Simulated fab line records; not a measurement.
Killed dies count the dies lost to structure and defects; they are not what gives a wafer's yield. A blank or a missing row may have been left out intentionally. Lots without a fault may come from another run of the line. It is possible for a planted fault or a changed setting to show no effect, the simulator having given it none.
Problem report in the 8D (eight disciplines) form, filled by code / flow nand_harc / the parts of the form that need people (team, actions taken, sign-off) are left out

== 1. WHAT WENT WRONG ==
Mean of thk_nm at NHARC_THIN_TSV_THK_MEAS_02: 1 nm across 3 wafers in 2 lots; on wafers with no fault it is 2995 nm (standard deviation 200). That is -15 standard deviations from the usual mean.
The step: measures by ir.
First seen on wafer L203.2, day 29 07:52, on film_metro-01. At this step, 18 wafers from 6 lots have a number in the record. The rule behind "out" and "out of limits": a value lying over 4 standard deviations away from the usual mean. Any other wafer with a number is counted as sound.

== 2. WHAT IT IS AND WHAT IT IS NOT ==
question=which readings at this step | is=thk_nm | is not=-
question=which lots | is=L202, L203 | is not=L189, L190, L210, L211
question=which wafers of those lots | is=L202.1, L202.6, L203.2 | is not=L202.3, L203.3, L203.5
question=read on which gauges | is=film_metro-01, film_metro-02 | is not=-
question=when | is=from day 29 07:52 | is not=up to then (8 sound wafers); but 7 sound wafers of L202, L210, L211 came after

== 3. THE SUSPECTS, EACH WITH WHAT RULES IT OUT ==
Counting: if a tool at a process step up to the reading ran every lot that is out, it stays a suspect. Sound lots after the first of them don't rule it out here, since some wafers of a struck lot are sound.
- ruled out: the gauge at NHARC_THIN_TSV_THK_MEAS_02. 2 gauges (film_metro-01, film_metro-02) read the wafers that are out.
- grinder-01 at NHARC_THIN_TSV_GRIND_00: kept. Every lot that is out went through it, the first being L203 (day 29 06:34); the last sound lot it ran before that was L190 (day 24 22:48).
The count leaves grinder-01 at NHARC_THIN_TSV_GRIND_00.

== 4. THE CAUSE (what the simulator had put in) ==
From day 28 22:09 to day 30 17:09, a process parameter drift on grinder-01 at NHARC_THIN_TSV_GRIND_00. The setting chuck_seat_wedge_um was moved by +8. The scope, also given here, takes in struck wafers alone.
Counting left only this tool.

== 5. SEQUENCE OF EFFECTS, ordered by route ==
Each row: a reading where the mean over the struck wafers with a number is more than 3 standard deviations away from the usual. Only readings whose record carries a usual standard deviation are examined. hours: median over the lots of the time between each lot's start at the first step of this table that gives one and its start at this step. sigmas: the change, counted in usual standard deviations.
hours=0; step=NHARC_THIN_TSV_THK_MEAS_02; reading=thk_nm; usual=2995 nm; on struck wafers=1; change=-2994; sigmas=-15

== 6. HOW IT WOULD HAVE BEEN CAUGHT EARLIER ==
The first out-of-limits reading at a measuring or inspecting step in this record came at day 29 07:52, 10 hours after the fault's start at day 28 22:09.
Tool readings at NHARC_THIN_TSV_GRIND_00 with a usual standard deviation given in the record: none out on any struck wafer, hence no alarm at a limit of 4 standard deviations on them.
Among the 2 lots that are out, L202 began NHARC_THIN_TSV_GRIND_00 on grinder-01 after day 29 07:52. Holding the tool at that time would have saved it.
